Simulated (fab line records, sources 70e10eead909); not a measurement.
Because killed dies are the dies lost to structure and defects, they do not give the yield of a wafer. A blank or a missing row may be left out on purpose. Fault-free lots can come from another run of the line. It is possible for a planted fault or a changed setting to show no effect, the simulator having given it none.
fab line records	flow nand-harc
[record] lots = 24	wafers = 72	last-day = 33
route steps=1302 shown P_CONTACT@252 P_M0@265 P_M1@298
lots with no fault: from the same line, run without faults
start-h: hours from the record's first day to the start of the lot's first wafer shown	wait-h: time in hours since the lot's previous step	" identical to the entry in the row above	L1.1+2: a row that stands for several wafers	- no value, or no start was given	* or withheld: withheld	< > ~ a bound
route shown NAME@n: a module of which the file shows steps, and the number in the route of the first	usual: the fault-free wafers' mean and standard deviation	same: alike in all rows	chamber/n: place in a boat	sites: readings site by site	_std_site: the standard deviation of these	_edge_site: outer sites' mean less inner sites'	radius-mm: how far each site lies from the wafer's centre	mask NAME#n: copy n	behind: tool/chamber where the wafer was last shaped	hold: the reason the lot was held/the length of the hold in hours/how it ended	device: the transistor (n, p or np) that didn't switch	end of line: the route-end tests of the same wafers	for a step that has no rows: nothing shown but its recipe	killed: dies lost to structure and defects at the first sort, not the wafer's yield	map: a wafer's dies, marking killed ones x, the rest . and places with no die _
set.NAME: setting as actually run; set.NAME@STEP: the setting as run at that earlier step	model.NAME: the simulator's own value behind a step, which no gauge read
one table for each step of the route and one row for each wafer, over a sample of lots
services: the hour from which a tool's chamber was out of use, counted from the record's first day as start-h (under 0 if before that day), plus the number of hours and why
[[steps]]
[step NHARC_P_CONTACT_INSPECT_27]
[usual] raw-defect-count = 285/110
lot.wafer	tool	chamber	start-h	wait-h	raw-defect-count
L074.1	defect-inspect-02	-	124.12	0.1	135
L074.2	"	-	"	"	137
L074.5	"	-	"	"	207
L075.1	defect-inspect-01	-	126.48	0.1	246
L075.4	"	-	"	"	375
L075.6	"	-	"	"	176
L076.2	defect-inspect-02	-	140.80	0.1	308
L076.3	"	-	"	"	135
L076.4	"	-	"	"	235
L077.1	defect-inspect-02	-	150.83	0.1	615
L077.2	"	-	"	"	207
L077.3	"	-	"	"	275
L078.1	defect-inspect-01	-	157.30	0.1	439
L078.2	"	-	"	"	695
L078.6	"	-	"	"	311
L079.2	defect-inspect-02	-	173.50	0.1	229
L079.5	"	-	"	"	201
L079.6	"	-	"	"	205
L080.1	defect-inspect-02	-	192.28	0.1	403
L080.2	"	-	"	"	158
L080.4	"	-	"	"	409
L081.1	defect-inspect-02	-	192.82	0.1	275
L081.3	"	-	"	"	553
L081.5	"	-	"	"	359
L082.2	defect-inspect-02	-	201.48	0.1	314
L082.4	"	-	"	"	164
L082.5	"	-	"	"	207
L084.1	defect-inspect-01	-	217.01	0.1	177
L084.4	"	-	"	"	101
L084.6	"	-	"	"	285
L083.1	defect-inspect-02	-	218.41	0.1	391
L083.2	"	-	"	"	264
L083.4	"	-	"	"	455
L085.1	defect-inspect-02	-	236.05	0.1	315
L085.2	"	-	"	"	136
L085.5	"	-	"	"	210
L086.1	defect-inspect-01	-	242.17	0.1	357
L086.2	"	-	"	"	365
L086.5	"	-	"	"	276
L087.2	defect-inspect-01	-	245.35	0.1	336
L087.5	"	-	"	"	165
L087.6	"	-	"	"	285
L088.3	defect-inspect-02	-	257.45	0.1	296
L088.5	"	-	"	"	352
L088.6	"	-	"	"	246
L089.2	defect-inspect-01	-	278.53	0.1	303
L089.4	"	-	"	"	267
L089.5	"	-	"	"	212
L090.2	defect-inspect-01	-	284.96	0.1	201
L090.5	"	-	"	"	262
L090.6	"	-	"	"	203
L091.1	defect-inspect-02	-	290.23	0.1	234
L091.2	"	-	"	"	223
L091.3	"	-	"	"	391
L092.1	defect-inspect-02	-	295.72	0.1	195
L092.4	"	-	"	"	308
L092.6	"	-	"	"	587
L093.4	defect-inspect-01	-	308.51	0.1	210
L093.5	"	-	"	"	253
L093.6	"	-	"	"	318
L094.1	defect-inspect-01	-	320.34	0.1	295
L094.3	"	-	"	"	131
L094.6	"	-	"	"	212
L095.3	defect-inspect-02	-	324.46	0.1	148
L095.4	"	-	"	"	171
L095.5	"	-	"	"	176
L096.1	defect-inspect-02	-	334.68	0.1	259
L096.4	"	-	"	"	172
L096.6	"	-	"	"	210
L097.3	defect-inspect-02	-	347.51	0.1	516
L097.4	"	-	"	"	416
L097.6	"	-	"	"	510
[step NHARC_P_M0_INSPECT_11]
[usual] raw-defect-count = 4.0/2.2
lot.wafer	tool	chamber	start-h	wait-h	raw-defect-count
L074.1	defect-inspect-01	-	125.32	0.0	5
L074.2	"	-	"	"	4
L074.5	"	-	"	"	4
L075.1	defect-inspect-02	-	127.64	0.0	1
L075.4	"	-	"	"	3
L075.6	"	-	"	"	1
L076.2	defect-inspect-01	-	141.84	0.1	3
L076.3	"	-	"	"	8
L076.4	"	-	"	"	5
L077.1	defect-inspect-01	-	151.87	0.0	3
L077.2	"	-	"	"	4
L077.3	"	-	"	"	4
L078.1	defect-inspect-01	-	158.32	0.0	4
L078.2	"	-	"	"	4
L078.6	"	-	"	"	6
L079.2	defect-inspect-02	-	174.39	0.0	4
L079.5	"	-	"	"	5
L079.6	"	-	"	"	4
L080.1	defect-inspect-02	-	193.30	0.0	5
L080.2	"	-	"	"	3
L080.4	"	-	"	"	5
L081.1	defect-inspect-02	-	193.72	0.0	5
L081.3	"	-	"	"	5
L081.5	"	-	"	"	2
L082.2	defect-inspect-01	-	202.50	0.0	4
L082.4	"	-	"	"	1
L082.5	"	-	"	"	8
L084.1	defect-inspect-01	-	218.04	0.0	3
L084.4	"	-	"	"	1
L084.6	"	-	"	"	3
L083.1	defect-inspect-02	-	219.44	0.0	7
L083.2	"	-	"	"	5
L083.4	"	-	"	"	4
L085.1	defect-inspect-02	-	237.08	0.0	4
L085.2	"	-	"	"	6
L085.5	"	-	"	"	1
L086.1	defect-inspect-01	-	243.19	0.0	4
L086.2	"	-	"	"	6
L086.5	"	-	"	"	4
L087.2	defect-inspect-01	-	246.37	0.0	2
L087.5	"	-	"	"	1
L087.6	"	-	"	"	1
L088.3	defect-inspect-02	-	258.34	0.0	6
L088.5	"	-	"	"	1
L088.6	"	-	"	"	4
L089.2	defect-inspect-01	-	279.55	0.0	3
L089.4	"	-	"	"	5
L089.5	"	-	"	"	1
L090.2	defect-inspect-02	-	286.12	0.0	4
L090.5	"	-	"	"	5
L090.6	"	-	"	"	7
L091.1	defect-inspect-02	-	291.28	0.0	7
L091.2	"	-	"	"	4
L091.3	"	-	"	"	7
L092.1	defect-inspect-01	-	296.75	0.0	10
L092.4	"	-	"	"	0
L092.6	"	-	"	"	1
L093.4	defect-inspect-02	-	309.41	0.0	4
L093.5	"	-	"	"	3
L093.6	"	-	"	"	4
L094.1	defect-inspect-02	-	321.50	0.0	0
L094.3	"	-	"	"	3
L094.6	"	-	"	"	2
L095.3	defect-inspect-02	-	325.36	0.0	5
L095.4	"	-	"	"	6
L095.5	"	-	"	"	4
L096.1	defect-inspect-02	-	335.72	0.0	3
L096.4	"	-	"	"	3
L096.6	"	-	"	"	2
L097.3	defect-inspect-01	-	348.41	0.0	0
L097.4	"	-	"	"	2
L097.6	"	-	"	"	4
[step NHARC_P_M0_CD_MEAS_16]
[usual] cd-nm = 90.3/0.73
lot.wafer	tool	chamber	start-h	wait-h	cd-nm
L074.1	cd-sem-03	-	125.81	-	89.7
L074.2	"	-	"	"	89.9
L074.5	"	-	"	"	89.4
L075.1	cd-sem-03	-	128.01	-	90.1
L075.4	"	-	"	"	90.5
L075.6	"	-	"	"	90.2
L076.2	cd-sem-01	-	142.25	-	90.0
L076.3	"	-	"	"	88.7
L076.4	"	-	"	"	89.4
L077.1	cd-sem-01	-	152.23	-	90.2
L077.2	"	-	"	"	90.7
L077.3	"	-	"	"	91.0
L078.1	cd-sem-01	-	158.95	-	90.4
L078.2	"	-	"	"	89.1
L078.6	"	-	"	"	91.6
L079.2	cd-sem-01	-	174.75	-	90.3
L079.5	"	-	"	"	89.8
L079.6	"	-	"	"	90.3
L080.1	cd-sem-03	-	193.66	-	91.3
L080.2	"	-	"	"	90.2
L080.4	"	-	"	"	91.2
L081.1	cd-sem-03	-	194.18	-	89.2
L081.3	"	-	"	"	88.8
L081.5	"	-	"	"	90.4
L082.2	cd-sem-03	-	202.87	-	90.1
L082.4	"	-	"	"	90.7
L082.5	"	-	"	"	90.6
L084.1	cd-sem-02	-	218.40	-	88.6
L084.4	"	-	"	"	90.8
L084.6	"	-	"	"	90.7
L083.1	cd-sem-02	-	219.84	-	90.9
L083.2	"	-	"	"	90.8
L083.4	"	-	"	"	90.3
L085.1	cd-sem-03	-	237.44	-	90.2
L085.2	"	-	"	"	89.5
L085.5	"	-	"	"	89.2
L086.1	cd-sem-03	-	243.60	-	91.9
L086.2	"	-	"	"	91.2
L086.5	"	-	"	"	90.4
L087.2	cd-sem-02	-	246.73	-	89.6
L087.5	"	-	"	"	90.5
L087.6	"	-	"	"	90.4
L088.3	cd-sem-03	-	258.70	-	91.0
L088.5	"	-	"	"	90.7
L088.6	"	-	"	"	90.1
L089.2	cd-sem-03	-	279.96	-	90.4
L089.4	"	-	"	"	88.5
L089.5	"	-	"	"	88.5
L090.2	cd-sem-03	-	286.48	-	92.4
L090.5	"	-	"	"	90.6
L090.6	"	-	"	"	89.9
L091.1	cd-sem-03	-	291.65	-	91.0
L091.2	"	-	"	"	90.8
L091.3	"	-	"	"	89.5
L092.1	cd-sem-01	-	297.16	-	91.2
L092.4	"	-	"	"	90.2
L092.6	"	-	"	"	90.7
L093.4	cd-sem-03	-	309.77	-	91.6
L093.5	"	-	"	"	91.4
L093.6	"	-	"	"	89.9
L094.1	cd-sem-02	-	321.86	-	90.4
L094.3	"	-	"	"	91.1
L094.6	"	-	"	"	90.1
L095.3	cd-sem-03	-	325.73	-	90.1
L095.4	"	-	"	"	90.8
L095.5	"	-	"	"	90.8
L096.1	cd-sem-02	-	336.08	-	90.2
L096.4	"	-	"	"	91.0
L096.6	"	-	"	"	89.8
L097.3	cd-sem-03	-	348.78	-	90.2
L097.4	"	-	"	"	90.3
L097.6	"	-	"	"	89.6
[step NHARC_P_M0_PRE_CLEAN_31]
[recipe] time-s = 12	temp-c = 370	rf-power-w = 300	gas = NH3
[usual] heater-power-w = 640/90	rf-fwd-power-W = 292.5/0.97
lot.wafer	tool	chamber	start-h	wait-h	heater-power-w	rf-fwd-power-W
L074.1	pecvd-01	1	128.10	0.1	691	291.2
L074.2	"	0	"	"	784	292.6
L074.5	"	1	"	"	707	291.7
L075.1	pecvd-04	0	130.56	0.1	691	291.9
L075.4	"	2	"	"	586	291.8
L075.6	"	0	"	"	682	293.2
L076.3	pecvd-01	0	144.51	0.1	800	293.0
L076.2	"	1	"	"	745	291.8
L076.4	"	2	"	"	547	292.9
L077.3	pecvd-04	2	154.60	0.1	619	292.6
L077.1	"	0	"	"	639	293.9
L077.2	"	1	"	"	646	293.1
L078.2	pecvd-03	1	161.18	0.1	595	290.2
L078.1	"	0	"	"	516	292.3
L078.6	"	1	"	"	598	293.2
L079.2	pecvd-04	1	176.99	0.1	645	293.2
L079.6	"	2	"	"	628	291.6
L079.5	"	0	"	"	592	293.0
L080.1	pecvd-04	1	195.90	0.1	753	293.2
L080.2	"	2	"	"	624	292.4
L080.4	"	0	"	"	587	290.8
L081.1	pecvd-04	1	196.64	0.2	664	291.3
L081.3	"	2	"	"	542	293.4
L081.5	"	0	"	"	645	290.5
L082.2	pecvd-01	2	205.14	0.1	555	293.6
L082.4	"	1	"	"	806	294.0
L082.5	"	2	"	"	555	294.9
L084.1	pecvd-01	2	220.69	0.1	527	291.7
L084.6	"	1	"	"	734	291.9
L084.4	"	0	"	"	774	292.1
L083.2	pecvd-04	0	222.08	0.1	647	293.8
L083.1	"	1	"	"	705	292.5
L083.4	"	1	"	"	724	292.2
L085.2	pecvd-03	0	239.73	0.1	591	292.8
L085.1	"	2	"	"	687	291.5
L085.5	"	1	"	"	514	293.0
L086.2	pecvd-04	2	245.93	0.1	595	292.4
L086.1	"	0	"	"	648	293.3
L086.5	"	2	"	"	588	294.3
L087.2	pecvd-03	2	249.14	0.1	587	291.2
L087.5	"	2	"	"	606	292.6
L087.6	"	1	"	"	621	293.4
L088.3	pecvd-04	1	260.96	0.1	626	293.9
L088.6	"	0	"	"	617	292.1
L088.5	"	1	"	"	640	293.8
L089.2	pecvd-04	2	282.26	0.1	572	292.7
L089.4	"	1	"	"	764	292.5
L089.5	"	0	"	"	594	293.4
L090.2	pecvd-03	2	288.76	0.1	702	291.6
L090.5	"	0	"	"	589	293.4
L090.6	"	1	"	"	537	291.4
L091.3	pecvd-01	1	293.96	0.1	840	292.7
L091.1	"	2	"	"	487	291.4
L091.2	"	0	"	"	714	291.4
L092.1	pecvd-04	2	299.43	0.1	618	292.3
L092.4	"	0	"	"	622	293.7
L092.6	"	1	"	"	673	292.8
L093.4	pecvd-03	0	312.04	0.1	537	293.7
L093.5	"	1	"	"	513	293.0
L093.6	"	2	"	"	691	293.3
L094.1	pecvd-04	2	324.11	0.1	568	292.7
L094.3	"	0	"	"	552	291.2
L094.6	"	2	"	"	547	293.7
L095.3	pecvd-04	1	328.02	0.1	755	292.5
L095.4	"	0	"	"	649	292.8
L095.5	"	1	"	"	764	293.1
L096.1	pecvd-01	2	338.35	0.1	487	292.0
L096.4	"	2	"	"	480	291.5
L096.6	"	0	"	"	771	292.9
L097.3	pecvd-04	2	351.16	0.1	561	292.2
L097.4	"	2	"	"	574	291.9
L097.6	"	0	"	"	556	292.1
[step NHARC_P_M1_DESCUM_14]
[recipe] time-s = 3	o2-flow-sccm = 200	ar-flow-sccm = 0	bias-power-w = 0	chemistry = O2
[usual] drypump-motor-current-A = 5.8/0.6	oes-product-au = 0.997/0.0086	rf-vpp-V = 57.6/0.82	showerhead-plenum-p-Torr = 1.87/0.064	throttle-valve-pct = 11.312/0.0095
lot.wafer	tool	chamber	start-h	wait-h	drypump-motor-current-A	oes-product-au	rf-hours-counter-h	rf-vpp-V	showerhead-plenum-p-Torr	throttle-valve-pct
L074.1	rie-diel-08	1	129.92	0.1	6.5	1.006	8	58.3	1.84	11.314
L074.2	"	2	"	"	5.9	0.992	6	56.9	1.89	11.319
L074.5	"	3	"	"	5.7	0.997	-	57.4	1.98	11.309
L075.1	rie-diel-09	3	132.22	0.1	5.6	0.981	44	57.4	1.99	11.321
L075.4	"	0	"	"	5.2	0.992	44	58.1	1.91	11.309
L075.6	"	3	"	"	5.6	0.984	-	59.3	1.99	11.320
L076.3	rie-diel-06	3	146.02	0.1	4.9	0.994	1	57.6	1.80	11.292
L076.4	"	0	"	"	6.8	0.985	0	57.6	1.83	11.313
L076.2	"	2	"	"	6.0	1.007	0	57.1	1.88	11.300
L077.1	rie-diel-06	0	156.12	0.1	6.8	0.985	1	56.7	1.83	11.294
L077.2	"	2	"	"	6.0	0.992	2	57.2	1.88	11.308
L077.3	"	3	"	"	4.9	1.002	1	58.6	1.80	11.311
L078.2	rie-diel-08	0	162.57	0.1	5.1	0.996	10	58.6	1.87	11.315
L078.1	"	3	"	"	5.7	0.989	11	56.9	1.98	11.330
L078.6	"	1	"	"	6.5	0.997	-	58.0	1.84	11.289
L079.2	rie-diel-08	1	178.40	0.1	6.5	0.998	12	56.8	1.84	11.315
L079.5	"	3	"	"	5.7	1.001	-	57.6	1.98	11.331
L079.6	"	0	"	"	5.0	0.999	-	57.8	1.87	11.319
L080.2	rie-diel-06	1	197.27	0.1	6.3	0.995	4	57.5	1.78	11.294
L080.1	"	3	"	"	4.9	0.995	4	56.3	1.80	11.326
L080.4	"	0	"	"	6.8	0.996	-	58.2	1.83	11.309
L081.3	rie-diel-09	3	198.04	0.1	5.6	1.002	13	57.5	1.98	11.304
L081.1	"	0	"	"	5.2	0.991	15	56.6	1.90	11.307
L081.5	"	3	"	"	5.6	0.993	-	57.3	1.98	11.300
L082.2	rie-diel-08	2	206.53	0.1	5.9	0.991	0	57.6	1.89	11.306
L082.4	"	3	"	"	5.7	0.999	0	58.1	1.98	11.318
L082.5	"	0	"	"	5.0	1.006	-	58.9	1.87	11.321
L084.4	rie-diel-06	3	222.22	0.1	4.9	0.996	6	57.8	1.80	11.325
L084.1	"	0	"	"	6.8	0.982	6	57.7	1.83	11.307
L084.6	"	2	"	"	6.0	0.999	-	57.4	1.88	11.312
L083.1	rie-diel-08	1	223.60	0.1	6.5	0.993	2	57.4	1.84	11.306
L083.4	"	2	"	"	5.9	0.989	2	59.7	1.88	11.322
L083.2	"	0	"	"	5.1	1.003	2	58.1	1.86	11.288
L085.2	rie-diel-08	0	241.12	0.1	5.1	0.999	4	57.4	1.86	11.318
L085.1	"	2	"	"	5.9	1.019	4	56.6	1.88	11.317
L085.5	"	0	"	"	5.1	0.999	-	58.2	1.86	11.303
L086.2	rie-diel-06	3	247.43	0.1	4.9	0.995	7	57.1	1.80	11.312
L086.1	"	0	"	"	6.8	0.987	7	59.1	1.83	11.307
L086.5	"	3	"	"	4.9	1.004	-	56.6	1.80	11.302
L087.2	rie-diel-06	3	250.67	0.1	4.9	1.013	7	56.4	1.80	11.302
L087.5	"	1	"	"	6.2	0.995	-	57.8	1.78	11.323
L087.6	"	2	"	"	6.0	1.005	-	57.1	1.88	11.312
L088.3	rie-diel-08	1	262.45	0.1	6.5	0.999	6	56.3	1.84	11.325
L088.6	"	0	"	"	5.0	0.999	-	57.8	1.86	11.328
L088.5	"	1	"	"	6.5	1.004	-	58.0	1.84	11.323
L089.4	rie-diel-06	0	283.89	0.1	6.8	0.979	9	58.1	1.83	11.321
L089.2	"	3	"	"	4.9	0.983	9	56.8	1.80	11.314
L089.5	"	1	"	"	6.2	0.985	-	56.9	1.78	11.316
L090.2	rie-diel-08	3	290.29	0.1	5.7	1.005	8	57.6	1.98	11.309
L090.5	"	1	"	"	6.5	1.003	-	56.8	1.84	11.310
L090.6	"	2	"	"	5.9	1.013	-	58.2	1.88	11.298
L091.3	rie-diel-08	2	295.34	0.1	5.9	1.000	8	58.3	1.88	11.313
L091.1	"	3	"	"	5.7	0.992	8	57.5	1.98	11.313
L091.2	"	0	"	"	5.1	0.999	8	57.8	1.86	11.314
L092.1	rie-diel-09	2	300.92	0.1	5.2	0.995	42	57.1	1.86	11.306
L092.4	"	1	"	"	6.0	0.989	43	58.1	2.00	11.301
L092.6	"	3	"	"	5.6	1.004	-	56.7	1.97	11.314
L093.4	rie-diel-08	3	313.54	0.1	5.7	1.005	10	57.5	1.98	11.299
L093.6	"	1	"	"	6.5	0.999	-	57.2	1.84	11.329
L093.5	"	2	"	"	5.9	1.013	-	58.9	1.88	11.313
L094.1	rie-diel-08	0	325.66	0.1	5.1	1.006	10	57.0	1.86	11.313
L094.3	"	1	"	"	6.5	0.987	11	57.7	1.84	11.320
L094.6	"	3	"	"	5.7	0.995	-	58.7	1.98	11.304
L095.4	rie-diel-06	2	329.40	0.1	6.0	1.015	1	57.2	1.88	11.321
L095.3	"	3	"	"	4.9	0.998	1	57.9	1.79	11.311
L095.5	"	1	"	"	6.2	0.989	-	56.1	1.78	11.311
L096.1	rie-diel-09	1	339.86	0.1	6.0	0.988	2	58.4	2.00	11.309
L096.4	"	2	"	"	5.2	0.994	1	57.3	1.86	11.309
L096.6	"	2	"	"	5.2	0.997	-	56.5	1.86	11.311
L097.3	rie-diel-06	0	352.54	0.1	6.8	0.985	3	58.7	1.83	11.324
L097.4	"	1	"	"	6.2	0.991	3	57.7	1.78	11.313
L097.6	"	0	"	"	6.8	0.994	-	57.0	1.83	11.303
[step NHARC_P_M1_ETCH_15]
[recipe] target-depth-a = 1825	time-s = 91.2	c4f8-flow-sccm = withheld	ar-flow-sccm = 400	rf-w = 600	bias-w = 300	chemistry = C4F8/Ar
[usual] oes-product-au = 0.955/0.021	rf-fwd-power-W = 595.6/1.9	rf-vpp-V = 439.6/2.2
lot.wafer	tool	chamber	start-h	wait-h	oes-product-au	rf-fwd-power-W	rf-hours-counter-h	rf-vpp-V
L074.2	rie-diel-08	1	-	-	0.925	593.5	8	438.9
L074.1	"	2	"	"	0.922	594.5	6	439.1
L074.5	"	3	"	"	0.924	594.3	-	443.3
L075.1	rie-diel-09	0	-	-	0.929	594.4	44	440.6
L075.4	"	2	"	"	0.925	597.9	42	440.4
L075.6	"	1	"	"	0.909	594.7	-	444.9
L076.2	rie-diel-06	2	-	-	0.979	595.1	1	439.8
L076.4	"	0	"	"	0.952	598.5	0	438.2
L076.3	"	1	"	"	0.987	593.8	0	437.2
L077.3	rie-diel-06	0	-	-	0.944	595.4	1	438.6
L077.1	"	1	"	"	0.959	591.2	1	436.1
L077.2	"	3	"	"	0.974	593.3	1	437.6
L078.2	rie-diel-08	3	-	-	0.947	593.6	11	441.4
L078.1	"	1	"	"	0.960	593.4	11	439.2
L078.6	"	3	"	"	0.937	597.1	-	442.4
L079.2	rie-diel-08	1	-	-	0.972	595.5	12	438.6
L079.6	"	1	"	"	0.967	595.4	-	438.9
L079.5	"	2	"	"	0.951	593.8	-	441.0
L080.2	rie-diel-06	3	-	-	0.960	598.2	4	436.9
L080.1	"	1	"	"	0.956	595.9	5	436.4
L080.4	"	3	"	"	0.954	597.1	-	436.5
L081.1	rie-diel-09	3	-	-	0.948	598.6	13	442.7
L081.3	"	1	"	"	0.933	597.1	12	442.4
L081.5	"	0	"	"	0.946	597.0	-	439.9
L082.4	rie-diel-08	1	-	-	0.952	596.1	0	437.9
L082.2	"	0	"	"	0.971	593.9	0	440.4
L082.5	"	2	"	"	0.979	593.6	-	439.8
L084.1	rie-diel-06	3	-	-	0.973	593.2	6	436.8
L084.4	"	0	"	"	0.953	596.5	6	438.8
L084.6	"	2	"	"	0.964	597.0	-	440.3
L083.1	rie-diel-08	3	-	-	0.968	596.7	2	443.6
L083.2	"	0	"	"	0.980	592.5	2	440.1
L083.4	"	1	"	"	0.957	591.7	2	439.5
L085.1	rie-diel-08	2	-	-	0.984	598.5	4	440.8
L085.2	"	1	"	"	0.957	594.5	5	439.6
L085.5	"	3	"	"	0.984	592.6	-	442.8
L086.2	rie-diel-06	2	-	-	0.980	595.3	7	441.9
L086.1	"	3	"	"	0.958	597.7	7	437.4
L086.5	"	3	"	"	0.958	594.9	-	438.0
L087.2	rie-diel-06	1	-	-	0.953	594.6	8	435.5
L087.6	"	0	"	"	0.959	595.8	-	438.6
L087.5	"	1	"	"	0.953	594.8	-	436.5
L088.3	rie-diel-08	2	-	-	0.968	596.5	5	441.0
L088.6	"	3	"	"	0.972	597.5	-	443.4
L088.5	"	0	"	"	0.957	595.7	-	440.3
L089.4	rie-diel-06	2	-	-	0.978	595.9	9	439.5
L089.2	"	0	"	"	0.947	596.0	9	438.6
L089.5	"	3	"	"	0.982	594.0	-	438.9
L090.2	rie-diel-08	0	-	-	0.963	591.7	7	438.4
L090.5	"	0	"	"	0.966	593.0	-	438.0
L090.6	"	1	"	"	0.962	593.9	-	438.9
L091.2	rie-diel-08	0	-	-	0.939	594.7	8	439.1
L091.1	"	1	"	"	0.927	598.7	9	438.0
L091.3	"	2	"	"	0.924	597.8	8	439.4
L092.4	rie-diel-09	3	-	-	0.931	597.8	42	443.0
L092.1	"	0	"	"	0.932	592.1	44	441.7
L092.6	"	2	"	"	0.926	601.0	-	438.0
L093.4	rie-diel-08	1	-	-	0.924	594.5	10	438.5
L093.5	"	2	"	"	0.917	595.0	-	438.6
L093.6	"	3	"	"	0.914	593.9	-	441.7
L094.1	rie-diel-08	2	-	-	0.970	596.6	11	438.0
L094.3	"	0	"	"	0.959	598.1	10	439.9
L094.6	"	1	"	"	0.962	597.5	-	438.1
L095.3	rie-diel-06	0	-	-	0.963	596.4	2	438.6
L095.4	"	2	"	"	0.982	593.5	1	439.1
L095.5	"	3	"	"	0.971	596.3	-	436.9
L096.4	rie-diel-09	3	-	-	0.977	594.2	2	443.2
L096.1	"	1	"	"	0.962	594.4	2	443.0
L096.6	"	3	"	"	0.971	594.8	-	441.0
L097.3	rie-diel-06	3	-	-	0.972	596.2	3	438.5
L097.4	"	2	"	"	0.983	596.9	3	439.3
L097.6	"	3	"	"	0.975	595.5	-	437.0
[[services]]
tool	chamber	start-h	hours	kind
pecvd-04	1	110.86	20.2	repair
pecvd-04	-	120.00	1.3	repair
rie-diel-06	0	127.04	10.0	repair
rie-diel-06	-	130.20	9.0	pm
rie-diel-08	0	134.86	7.4	repair
rie-diel-09	-	147.79	1.0	repair
rie-diel-08	2	159.27	7.7	repair
rie-diel-09	1	163.70	5.1	repair
rie-diel-06	3	165.30	2.5	repair
rie-diel-08	-	190.80	9.0	pm
rie-diel-06	2	194.01	7.6	repair
rie-diel-06	3	223.55	5.2	repair
rie-diel-09	-	246.98	0.6	repair
rie-diel-09	2	267.48	1.5	repair
pecvd-04	-	269.00	13.0	pm
rie-diel-09	-	271.26	0.3	repair
rie-diel-08	0	276.23	10.9	repair
pecvd-04	-	292.01	1.3	repair
rie-diel-06	2	301.49	2.9	repair
rie-diel-09	3	302.68	8.3	repair
rie-diel-06	-	307.20	9.0	pm
pecvd-04	-	332.01	2.2	repair
rie-diel-08	2	346.67	1.5	repair
rie-diel-06	-	349.61	1.8	repair
[[key]]
fault none
